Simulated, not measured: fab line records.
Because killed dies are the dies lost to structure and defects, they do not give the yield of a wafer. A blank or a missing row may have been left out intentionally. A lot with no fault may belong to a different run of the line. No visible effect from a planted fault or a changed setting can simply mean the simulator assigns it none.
A lot that was struck, set against a sound lot    flow n5 finfet    41 steps out of a route of 1938
Sound: the wafers L101.4, L101.5, L101.6. The struck wafers were L998.1, L998.3, L998.6. The cause comes at the end.
At each step with rows: each side's tool, then ch and its chambers, then its first start. Under that, the readings that differ: sound wafers    struck wafers    difference of the means    sigmas: that difference in standard deviations of wafers without a fault.
alike: readings with means less than 2 such deviations apart, plus words and numbers identical on both sides. not compared: withheld readings, readings lacking a value on some wafer, bounds such as >300 that could conceal the same value, and numbers that have no deviation in the record and whose values overlap.
A row with sigmas, a row that says differs or no value, or rows on one side alone: a step with any of these is where the two part. When numbers do not overlap yet have no deviation, they are printed without sigmas and do not part them. A reading that every wafer of one side lacks parts them only if that side has two wafers or more.

first, 12 steps without rows for these wafers: N5_HKMG_FIN_STRIP_33 (strips in N2/H2); N5_HKMG_FIN_STRIP_34 (strips in CF4); N5_HKMG_FIN_ETCH_35 (etches SOC in N2/H2, target depth 215.8 nm, time 243.4 s); N5_HKMG_FIN_STRIP_92 (strips SOC in N2/H2, time 20 s); N5_HKMG_FIN_WET_ETCH_18 (etches TiN in SC1, time 55 s, target depth 5.2 nm, rinse time 30 s); N5_HKMG_FIN_STRIP_19 (strips in N2/H2, time 360 s); N5_HKMG_FIN_ALD_91 (deposits TiN, target thk 1 nm, pulse time 1 s, purge time 3 s); N5_HKMG_FIN_COAT_85 (time 60 s, resist thk 300 nm); N5_HKMG_FIN_ETCH_86 (etches SOC in N2/H2, stops on TiN, target depth 393.2 nm); N5_HKMG_FIN_STRIP_89 (strips SOC in N2/H2, time 20 s); N5_HKMG_FIN_WET_ETCH_87 (etches TiN in SC1, time 154.2 s, target depth 4.7 nm, rinse time 30 s); N5_HKMG_FIN_STRIP_88 (strips in N2/H2, time 360 s).
N5_HKMG_FIN_NWFM_ALD_20: deposits TiAlC, target thk 2 nm, pulse time 3 s, purge time 2 s.
  sound on ald metal-02 ch 0,1, day 8 17:59; struck on ald metal-03 ch 0,1,3, day 7 19:53
  no value came back on the struck wafers for any of 6 readings (ald cycles, chamber pressure Torr (Torr) and others); on the sound wafers ald cycles reads 7 7 7
then, 26 steps without rows for these wafers: N5_HKMG_FIN_ALD_71 (deposits TiN, target thk 1 nm, pulse time 1 s, purge time 3 s); N5_HKMG_FIN_COAT_66 (time 60 s, resist thk 300 nm); N5_HKMG_FIN_ETCH_67 (etches SOC in N2/H2, stops on TiN, target depth 388.9 nm); N5_HKMG_FIN_STRIP_90 (strips SOC in N2/H2, time 20 s); N5_HKMG_FIN_WET_ETCH_73 (etches the open film in SC1, time 42.3 s, target depth 1.3 nm, rinse time 30 s); N5_HKMG_FIN_ETCHBACK_68 (etches the open film in Cl2/Ar, stops on HfO2, target depth 0.5 nm); N5_HKMG_FIN_STRIP_69 (strips in N2/H2, time 360 s); N5_HKMG_FIN_ALD_21 (deposits TiN, target thk 1.5 nm, pulse time 1 s, purge time 3 s); N5_HKMG_FIN_ALD_72 (deposits W, target thk 2 nm, pulse time 1 s, purge time 2 s); N5_HKMG_FIN_W_FILL_22 (material W, target thk 60 nm, time 18.2 s); N5_HKMG_FIN_PRECLEAN_83 (cleans in DIW, time 57.5 s); N5_HKMG_FIN_SRD_84 (dry time 32 s); N5_HKMG_FIN_CMP_23 (polishes, stops on SiNx, t overpolish 10 s, target thk 46.326 nm); N5_HKMG_FIN_CMP_94 (polishes, stops on SiNx, t overpolish 4.7 s, target thk 43.299 nm); N5_GATE_CUT_ETCHBACK_00 (etches W in SF6/Cl2); N5_GATE_CUT_ETCH_56 (etches TiN in Cl2/Ar, target depth 21.6 nm); N5_GATE_CUT_ETCHBACK_30 (etches TiN in Cl2/Ar, target depth 3 nm); N5_GATE_CUT_VAPOR_ETCH_60 (etches HfO2 in BCl3/Cl2); N5_GATE_CUT_ETCH_58 (etches SiNx in CH3F/O2, target depth 17 nm, time 128.6 s); N5_GATE_CUT_STRIP_59 (strips in N2/H2, time 20 s); N5_GATE_CUT_PRECLEAN_31 (cleans in DIW, time 300 s); N5_GATE_CUT_SRD_32 (time 30 s); N5_GATE_CUT_SAC_CAP_01 (material SiNx, target thk 24 nm, pulse time 1 s, ald cycles 480); N5_GATE_CUT_PECVD_57 (deposits SiNx from SiH4/NH3/N2, target thk 21 nm); N5_GATE_CUT_CMP_02 (polishes, stops on SiO2, t overpolish 12.7 s, target thk 0 nm); N5_GATE_CUT_HM_DEP_46 (deposits SiO2 from TEOS/O2, target thk 130 nm, time 26.6 s).
-- here the record skips 4 days between the struck wafers' starts before and after, leaving off in module GATE_CUT and picking up in module BEOL_M4 (first step shown: number 1111 of the route) --
N5_BEOL_M4_RC_MEAS_101:
  sound on prober-01 ch 0, day 12 21:39; struck on prober-01 ch 0, day 11 16:34
reading              sound                  struck                      difference  sigmas
IOFF_N (nA/um)       0.123 0.153 0.113      0.000 0.000 0.000           -0.130      -4
IOFF_N_85C (nA/um)   2.5 3.0 2.3            0.0 0.0 0.0                 -2.6        -6
IOFF_N_LIN (nA/um)   0.060 0.072 0.055      0.000 0.000 0.000           -0.062      -6
IOFF_P (nA/um)       0.16 0.19 0.15         4.92 4.09 4.59              +4.37       +99 or more
IOFF_P_85C (nA/um)   2.9 3.4 2.7            51.2 43.3 47.5              +44.3       +92
IOFF_P_LIN (nA/um)   0.081 0.093 0.074      2.286 2.018 2.165           +2.074      +99 or more
IOFF_P_LONG (nA/um)  8.6e-05 9e-05 8.6e-05  0.002178 0.002211 0.002134  +0.002087   +99 or more
ION_N (uA/um)        668 677 664            95 93 92                    -576        -52
ION_P (uA/um)        456 465 459            590 583 576                 +123        +18
VT_N (mV)            253.4 248.6 254.9      540.2 541.6 541.1           +288.7      +99 or more
VT_N_LONG (mV)       275.4 278.4 277.8      565.7 563.8 562.4           +286.8      +99 or more
VT_N_LVT (mV)        101 96 101             390 395 390                 +292        +94
VT_P (mV)            -256.1 -254.5 -258.0   -161.0 -161.9 -161.8        +94.6       +34
VT_P_LONG (mV)       -283 -283 -284         -185 -183 -183              +100        +31
VT_P_LVT (mV)        -102.1 -100.0 -103.8   -11.2 -13.2 -12.2           +89.8       +32
  alike: DIBL_N, DIBL_P, IOFF_N_LONG, SS_N, SS_P
-- record jumps: 4 days separate the struck wafers' starts on either side; left off in module BEOL_M4, taken up again in module PASSIVATION, whose first shown step is the route's number 1936 --
N5_PASSIVATION_PROBE_49:
  sound: prober-02 at day 17 04:32; struck: prober-02 at day 16 00:44
reading                 sound           struck             difference  sigmas
sort_bin_4_leakage (%)  0 0 0           89.92 90.85 90.17  +90.31      
sort n pass             1098 1070 1076  0 0 0              -1081       -60
sort yield pct (%)      93.1 90.7 91.2  0 0 0              -92         -61
  alike: defect limited yield, killed_at_M0_to_M3, killed_at_M4_up, killed at contacts, killed at front end, killed at other, killed dies, killed open, killed short, sort_bin_5_function, sort_bin_6_memory

== WHERE THEY PART ==
Earliest at N5_HKMG_FIN_NWFM_ALD_20; latest, in this record, at N5_PASSIVATION_PROBE_49.

WHY: what had been put in by the simulator
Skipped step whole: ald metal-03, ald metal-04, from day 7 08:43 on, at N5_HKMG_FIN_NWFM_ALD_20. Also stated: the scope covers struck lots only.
